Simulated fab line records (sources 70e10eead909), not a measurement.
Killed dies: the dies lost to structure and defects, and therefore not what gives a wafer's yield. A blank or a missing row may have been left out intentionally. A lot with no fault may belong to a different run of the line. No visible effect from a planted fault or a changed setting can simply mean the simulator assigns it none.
Chamber matching    flow nand_harc    4 sister chambers for NHARC_P_CONTACT_DESCUM_17 on rie_diel-10
The step chemistry O2, time 3 s. 4 wafers are shown with their chamber, then 7 later ones without.

## WAFERS PAIRED WITH THEIR CHAMBERS
wafer   chamber  showerhead_plenum_p_Torr (Torr)
L077.4  3        1.84
L084.3  0        1.80
L085.2  2        1.95
L085.4  1        1.91

## WAFERS MISSING THEIR CHAMBER
wafer   showerhead_plenum_p_Torr (Torr)
L085.5  1.80
L087.1  1.91
L087.5  1.95
L087.6  1.83
L089.1  1.91
L089.5  1.95
L089.6  1.91

## WHICH CHAMBER EACH ONE RAN IN
wafer   from the rows above  in truth
L085.5  0                    0
L087.1  1                    1
L087.5  2                    2
L087.6  3                    3
L089.1  1                    1
L089.5  2                    2
L089.6  1                    1
Placed correctly: 7 of 7. Number that these rows cannot place: 0. Number placed wrongly: 0.
How it was worked out, from the rows above alone: a wafer's distance from a chamber is the root of the sum, over the readings, of the square of ((its reading less the chamber's mean) divided by the reading's scatter). The wafer belongs to the nearest chamber; if the next one is less than 2 further off, it can't be placed. Each chamber's mean is taken over the wafers shown for it. The scatter: with one shown wafer a chamber, the root of the mean of the squares of how far each hidden wafer lies from its nearest shown one.
